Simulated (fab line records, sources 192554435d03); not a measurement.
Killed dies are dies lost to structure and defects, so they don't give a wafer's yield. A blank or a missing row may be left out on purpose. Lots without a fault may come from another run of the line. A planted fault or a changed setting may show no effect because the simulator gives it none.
Chamber matching | flow n5_finfet | N5_BEOL_M2_PECVD_72 on pecvd-04: 3 sister chambers
The step deposits SiO2 from TEOS/O2, target thk 16 nm, time 18 s. 6 wafers are shown with their chamber, then 7 later ones without.

WAFERS WITH THEIR CHAMBER
wafer  | chamber | throttle_valve_pct (%) | showerhead_plenum_p_Torr (Torr)
L077.2 | 1       | 23.3                   | 8.63
L074.3 | 2       | 24.1                   | 8.76
L079.3 | 2       | 24.1                   | 8.73
L079.5 | 0       | 22.3                   | 8.74
L082.2 | 0       | 22.4                   | 8.72
L082.4 | 1       | 23.2                   | 8.64

WAFERS WITHOUT THEIR CHAMBER
wafer  | throttle_valve_pct (%) | showerhead_plenum_p_Torr (Torr)
L082.5 | 24.2                   | 8.75
L085.2 | 24.6                   | 8.74
L085.3 | 22.1                   | 8.73
L085.6 | 22.0                   | 8.75
L086.2 | 24.7                   | 8.73
L086.4 | 24.8                   | 8.72
L086.5 | 22.3                   | 8.73

WHICH CHAMBER EACH WENT THROUGH
wafer  | from the rows above | in truth
L082.5 | 2                   | 2
L085.2 | 2                   | 2
L085.3 | 0                   | 0
L085.6 | 0                   | 0
L086.2 | 2                   | 2
L086.4 | 2                   | 2
L086.5 | 0                   | 0
Placed correctly: 7 of 7. Can't be placed from these rows: 0. Placed wrongly: 0.
How it was worked out, from the rows above alone: a wafer's distance from a chamber is the root of the sum, over the readings, of the square of ((its reading less the chamber's mean) divided by the reading's scatter). The wafer belongs to the nearest chamber; if the next one is less than 2 further off, it can't be placed. A chamber's mean is the mean of its shown wafers. The scatter: the root of (the sum of the squares of (reading less its chamber's mean) over the shown wafers, divided by (wafers less chambers)).
